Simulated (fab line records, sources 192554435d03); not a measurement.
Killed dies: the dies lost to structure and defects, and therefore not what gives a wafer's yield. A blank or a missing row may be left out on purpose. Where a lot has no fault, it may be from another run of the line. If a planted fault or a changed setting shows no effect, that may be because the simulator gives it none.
Which tool did it? ; flow n5-finfet ; 24 lots with 72 wafers sampled at 6 steps, on a route of 1938 steps

== WHAT THE GAUGES SHOWED, per wafer ==
N5_BEOL_M6_RS_MEAS_57: measurement is done with a four-point probe. Usual: M6_RS typically reads 0.294 ohm/sq, with standard deviation 0.011.
lot;measured;on;M6_RS (ohm/sq);flag
L074;day 8 13:16;film-metro-01;0.292 0.290 0.288;
L076;day 9 02:11;film-metro-02;0.322 0.300 0.299;
L075;day 9 04:10;film-metro-02;0.289 0.304 0.308;
L077;day 9 07:17;film-metro-01;0.285 0.299 0.291;
L078;day 9 15:28;film-metro-02;0.311 0.307 0.296;
L079;day 10 00:43;film-metro-01;0.311 0.299 0.305;
L081;day 10 04:18;film-metro-02;0.295 0.315 0.293;
L080;day 10 10:56;film-metro-01;0.296 0.283 0.317;
L082;day 10 16:43;film-metro-01;0.284 0.288 0.293;
L083;day 11 01:14;film-metro-01;0.282 0.293 0.288;
L084;day 11 03:00;film-metro-02;0.305 0.268 0.303;
L086;day 11 18:50;film-metro-01;0.312 0.300 0.284;
L085;day 12 00:25;film-metro-01;0.284 0.285 0.295;
L088;day 11 23:47;film-metro-01;0.294 0.288 0.275;
L087;day 12 06:04;film-metro-01;0.313 0.316 0.294;
L089;day 12 11:22;film-metro-02;0.279 0.286 0.301;
L091;day 13 03:15;film-metro-01;0.269 0.289 0.288;
L093;day 13 12:58;film-metro-01;0.289 0.287 0.289;
L090;day 13 13:59;film-metro-02;0.308 0.292 0.305;
L092;day 14 00:09;film-metro-02;0.286 0.288 0.297;
L094;day 14 06:32;film-metro-02;0.284 0.301 0.297;
L095;day 14 11:12;film-metro-02;0.287 0.291 0.301;
L096;day 14 13:07;film-metro-01;0.315 0.293 0.301;
L097;day 14 20:05;film-metro-01;0.305 0.307 0.290;

N5_BEOL_M7_THK_MEAS_01. Usual: M7_ILD_THK typically reads 154.9 nm, with standard deviation 2.3.
lot;measured;on;M7_ILD_THK (nm);flag
L074;day 8 13:55;film-metro-01;153.0 156.1 155.3;
L076;day 9 02:49;film-metro-02;155.7 153.7 157.6;
L075;day 9 04:49;film-metro-01;157.5 158.6 155.0;
L077;day 9 07:55;film-metro-02;152.8 152.1 153.5;
L078;day 9 16:06;film-metro-01;153.7 156.2 157.3;
L079;day 10 01:21;film-metro-01;152.9 156.6 156.4;
L081;day 10 04:56;film-metro-02;156.4 156.4 157.2;
L080;day 10 11:35;film-metro-01;153.7 153.1 155.6;
L082;day 10 17:21;film-metro-02;152.9 154.4 155.5;
L083;day 11 01:52;film-metro-02;152.9 152.4 156.0;
L084;day 11 03:38;film-metro-02;153.7 154.5 158.0;
L086;day 11 19:30;film-metro-02;152.3 155.5 153.2;
L085;day 12 01:03;film-metro-02;157.3 153.4 155.1;
L088;day 12 00:25;film-metro-02;151.6 153.9 155.1;
L087;day 12 06:43;film-metro-02;152.6 153.2 156.4;
L089;day 12 12:00;film-metro-02;149.6 155.3 156.5;
L091;day 13 03:56;film-metro-02;156.3 156.9 160.1;
L093;day 13 13:37;film-metro-02;156.8 155.6 154.6;
L090;day 13 14:37;film-metro-01;156.3 153.6 157.0;
L092;day 14 00:47;film-metro-01;152.2 154.0 154.8;
L094;day 14 07:11;film-metro-02;149.2 149.0 153.4;
L095;day 14 11:50;film-metro-01;154.7 156.1 158.1;
L096;day 14 13:47;film-metro-02;150.2 151.4 150.3;
L097;day 14 21:13;film-metro-01;153.6 159.9 156.9;

N5_BEOL_M7_RS_MEAS_57: measurement is done with a four-point probe. Usual: M7_RS typically reads 0.291 ohm/sq, with standard deviation 0.0095.
lot;measured;on;M7_RS (ohm/sq);flag
L074;day 8 20:20;film-metro-01;0.281 0.289 0.303;
L076;day 9 08:18;film-metro-01;0.294 0.299 0.296;
L075;day 9 10:36;film-metro-01;0.302 0.273 0.285;
L077;day 9 15:24;film-metro-02;0.277 0.280 0.274;
L078;day 10 00:21;film-metro-01;0.303 0.280 0.286;
L079;day 10 10:46;film-metro-01;0.285 0.289 0.292;
L081;day 10 11:48;film-metro-01;0.288 0.277 0.278;
L080;day 10 18:15;film-metro-02;0.295 0.295 0.285;
L082;day 11 00:58;film-metro-01;0.293 0.297 0.285;
L083;day 11 11:33;film-metro-01;0.317 0.301 0.294;
L084;day 11 16:55;film-metro-02;0.303 0.292 0.302;
L086;day 12 03:16;film-metro-01;0.286 0.283 0.292;
L085;day 12 08:48;film-metro-02;0.277 0.283 0.279;
L088;day 12 09:05;film-metro-01;0.284 0.298 0.288;
L087;day 12 13:44;film-metro-01;0.309 0.283 0.288;
L089;day 12 18:54;film-metro-01;0.296 0.297 0.290;
L091;day 13 10:27;film-metro-01;0.302 0.285 0.299;
L093;day 13 21:44;film-metro-01;0.294 0.280 0.301;
L090;day 13 22:01;film-metro-01;0.308 0.289 0.296;
L092;day 14 07:42;film-metro-02;0.288 0.274 0.279;
L094;day 14 18:08;film-metro-01;0.301 0.286 0.296;
L095;day 14 18:19;film-metro-01;0.286 0.300 0.283;
L096;day 14 20:37;film-metro-02;0.288 0.294 0.294;
L097;day 15 04:30;film-metro-01;0.285 0.311 0.294;

== EACH LOT AND THE TOOL THAT RAN IT (in order: tool; ch and the chambers of the sampled wafers; start) ==
lot;N5_BEOL_M5_ANNEAL_51;N5_BEOL_M6_STRIP_36;N5_BEOL_M7_PRE_CLEAN_45
L074;rtp-anneal-01 ch 0, day 8 06:02;rie-diel-02 ch 0,2, day 8 10:34;pvd-sputter-02, day 8 18:13
L076;rtp-anneal-01 ch 0, day 8 16:43;rie-diel-02 ch 2,3, day 8 22:50;pvd-sputter-01, day 9 06:28
L075;rtp-anneal-02 ch 0, day 8 19:23;rie-diel-05 ch 1,2, day 9 01:13;pvd-sputter-01, day 9 08:29
L077;rtp-anneal-01 ch 0, day 8 23:43;rie-diel-04 ch 2,3, day 9 04:00;pvd-sputter-01, day 9 12:22
L078;rtp-anneal-02 ch 0, day 9 07:56;rie-diel-02 ch 1,2,3, day 9 11:22;pvd-sputter-02, day 9 22:51
L079;rtp-anneal-01 ch 0, day 9 15:08;rie-diel-05 ch 1,2, day 9 20:59;pvd-sputter-02, day 10 08:11
L081;rtp-anneal-01 ch 0, day 9 20:34;rie-diel-04 ch 0,2, day 10 01:08;pvd-sputter-01, day 10 10:10
L080;rtp-anneal-01 ch 0, day 10 00:49;rie-diel-02 ch 0,1,3, day 10 07:19;pvd-sputter-02, day 10 16:11
L082;rtp-anneal-02 ch 0, day 10 08:19;rie-diel-04 ch 0,3, day 10 12:52;pvd-sputter-02, day 10 23:22
L083;rtp-anneal-02 ch 0, day 10 16:14;rie-diel-04 ch 0,1, day 10 22:20;pvd-sputter-02, day 11 09:46
L084;rtp-anneal-02 ch 0, day 10 16:52;rie-diel-05 ch 0,2, day 10 23:07;pvd-sputter-02, day 11 10:52
L086;rtp-anneal-01 ch 0, day 11 07:14;rie-diel-02 ch 0,2,3, day 11 16:01;pvd-sputter-01, day 12 00:02
L085;rtp-anneal-01 ch 0, day 11 11:56;rie-diel-04 ch 1,2,3, day 11 21:21;pvd-sputter-02, day 12 06:12
L088;rtp-anneal-02 ch 0, day 11 16:09;rie-diel-05 ch 1,2,3, day 11 21:02;pvd-sputter-03, day 12 06:13
L087;rtp-anneal-02 ch 0, day 11 21:32;rie-diel-02 ch 0,2,3, day 12 01:49;pvd-sputter-02, day 12 11:35
L089;rtp-anneal-01 ch 0, day 12 00:58;rie-diel-04 ch 0,1,3, day 12 07:32;pvd-sputter-03, day 12 14:56
L091;rtp-anneal-02 ch 0, day 12 18:59;rie-diel-05 ch 1,2,3, day 13 00:06;pvd-sputter-03, day 13 08:40
L093;rtp-anneal-01 ch 0, day 13 03:40;rie-diel-04 ch 0,1, day 13 09:17;pvd-sputter-02, day 13 18:55
L090;rtp-anneal-02 ch 0, day 13 04:28;rie-diel-04 ch 0,1,2, day 13 11:04;pvd-sputter-02, day 13 18:50
L092;rtp-anneal-01 ch 0, day 13 14:26;rie-diel-04 ch 0,3, day 13 20:17;pvd-sputter-02, day 14 05:39
L094;rtp-anneal-02 ch 0, day 13 20:38;rie-diel-04 ch 0,2,3, day 14 02:32;pvd-sputter-01, day 14 14:43
L095;rtp-anneal-02 ch 0, day 14 00:27;rie-diel-04 ch 2,3, day 14 04:59;pvd-sputter-01, day 14 15:07
L096;rtp-anneal-01 ch 0, day 14 02:38;rie-diel-04 ch 1,2, day 14 10:26;pvd-sputter-01, day 14 18:35
L097;rtp-anneal-01 ch 0, day 14 11:02;rie-diel-04 ch 1,2, day 14 17:28;pvd-sputter-03, day 15 02:35
- N5_BEOL_M5_ANNEAL_51: time 90 s.
- N5_BEOL_M6_STRIP_36: strips in N2/H2.
- N5_BEOL_M7_PRE_CLEAN_45: time 30 s.

== WHAT THE TOOLS THEMSELVES READ (means of the sampled wafers that have a number; where no wafer has one, the mark that the record gives instead) ==
N5_BEOL_M5_ANNEAL_51. Usual: wafer_temp_C_max reads 226.03 (standard deviation 0.24).
lot;tool;wafer_temp_C_max;flag
L074;rtp-anneal-01;226.13;
L076;rtp-anneal-01;226.05;
L075;rtp-anneal-02;225.85;
L077;rtp-anneal-01;225.93;
L078;rtp-anneal-02;226.33;
L079;rtp-anneal-01;225.97;
L081;rtp-anneal-01;226.10;
L080;rtp-anneal-01;225.92;
L082;rtp-anneal-02;226.32;
L083;rtp-anneal-02;226.04;
L084;rtp-anneal-02;226.10;
L086;rtp-anneal-01;225.92;
L085;rtp-anneal-01;225.89;
L088;rtp-anneal-02;225.92;
L087;rtp-anneal-02;225.85;
L089;rtp-anneal-01;226.20;
L091;rtp-anneal-02;225.94;
L093;rtp-anneal-01;225.67;
L090;rtp-anneal-02;225.77;
L092;rtp-anneal-01;225.92;
L094;rtp-anneal-02;226.53;
L095;rtp-anneal-02;226.02;
L096;rtp-anneal-01;226.02;
L097;rtp-anneal-01;226.16;

N5_BEOL_M6_STRIP_36. Usual: bias-power-w is 6.996 W with standard deviation 0.02, drypump-motor-current-A is 5.7 A with standard deviation 0.37, h2-flow-sccm is 199.9 sccm with standard deviation 0.66, oes-product-au is 0.81 a.u. with standard deviation 0.1, rf-vpp-V is 59.1 V with standard deviation 1.4, showerhead-plenum-p-Torr is 2.54 Torr with standard deviation 0.11, and throttle-valve-pct is 23.7 % with standard deviation 0.32.
lot;tool;bias-power-w (W);drypump-motor-current-A (A);h2-flow-sccm (sccm);oes-product-au (a.u.);rf-vpp-V (V);showerhead-plenum-p-Torr (Torr);throttle-valve-pct (%);flag
L074;rie-diel-02;7.005;5.8;199.8;0.69;60.2;2.49;23.8;
L076;rie-diel-02;7.019;5.9;200.7;0.69;59.2;2.52;23.9;
L075;rie-diel-05;6.996;6.0;200.1;0.74;59.8;2.53;23.5;
L077;rie-diel-04;7.012;5.5;199.4;0.75;59.5;2.50;24.0;
L078;rie-diel-02;6.978;6.0;200.1;0.77;60.3;2.55;23.8;
L079;rie-diel-05;6.971;5.9;199.9;0.74;59.8;2.53;23.6;
L081;rie-diel-04;7.004;5.5;200.2;0.79;58.3;2.65;24.0;
L080;rie-diel-02;6.983;6.2;199.3;0.75;58.5;2.51;23.7;
L082;rie-diel-04;7.020;5.7;200.0;0.87;59.2;2.62;23.6;
L083;rie-diel-04;6.991;5.6;199.3;0.78;59.5;2.67;23.7;
L084;rie-diel-05;7.000;5.4;200.2;0.78;58.1;2.41;23.4;
L086;rie-diel-02;6.981;6.1;200.2;0.75;58.9;2.48;23.7;
L085;rie-diel-04;7.011;5.6;199.2;0.84;60.7;2.53;23.5;
L088;rie-diel-05;6.981;5.7;199.8;0.77;58.7;2.47;23.8;
L087;rie-diel-02;7.007;6.1;200.1;0.75;58.5;2.48;23.6;
L089;rie-diel-04;6.994;5.7;199.3;0.79;58.5;2.59;23.5;
L091;rie-diel-05;7.007;5.7;199.8;0.77;58.2;2.47;23.8;
L093;rie-diel-04;6.979;5.5;199.9;0.77;58.5;2.66;23.8;
L090;rie-diel-04;6.991;5.5;200.4;0.80;59.0;2.60;23.8;
L092;rie-diel-04;6.983;5.8;199.9;0.82;59.8;2.61;23.7;
L094;rie-diel-04;6.978;5.6;200.1;0.85;58.8;2.55;23.7;
L095;rie-diel-04;6.978;5.8;199.8;0.86;58.3;2.47;23.5;
L096;rie-diel-04;6.995;5.3;200.4;0.92;60.5;2.54;23.7;
L097;rie-diel-04;6.999;5.4;200.3;0.90;58.8;2.54;23.8;

N5_BEOL_M7_PRE_CLEAN_45. Usual: heater-power-w reads 333 W (standard deviation 35).
lot;tool;heater-power-w (W);flag
L074;pvd-sputter-02;347;
L076;pvd-sputter-01;293;
L075;pvd-sputter-01;312;
L077;pvd-sputter-01;288;
L078;pvd-sputter-02;362;
L079;pvd-sputter-02;361;
L081;pvd-sputter-01;290;
L080;pvd-sputter-02;363;
L082;pvd-sputter-02;356;
L083;pvd-sputter-02;356;
L084;pvd-sputter-02;346;
L086;pvd-sputter-01;283;
L085;pvd-sputter-02;348;
L088;pvd-sputter-03;347;
L087;pvd-sputter-02;348;
L089;pvd-sputter-03;335;
L091;pvd-sputter-03;334;
L093;pvd-sputter-02;346;
L090;pvd-sputter-02;350;
L092;pvd-sputter-02;357;
L094;pvd-sputter-01;319;
L095;pvd-sputter-01;316;
L096;pvd-sputter-01;317;
L097;pvd-sputter-03;334;

== THE ANSWER, worked out from the rows above alone ==
Rule: a lot counts as off when the mean over its wafers that have a number is more than 3 standard deviations away from the usual mean. Also off: a lot with no number at a reading for which 4 or more lots have one. The other lots that the step has rows for count as sound. First the gauges in route order, then the tools' own readings, where a lot's mean is used as printed above. At the first step where some lot is off, the reading lying furthest off is the one used; lots without a number count as furthest.
Across all readings shown, no lot is off: no conclusion can be drawn from this.

== WHAT THE SIMULATOR PUT IN ==
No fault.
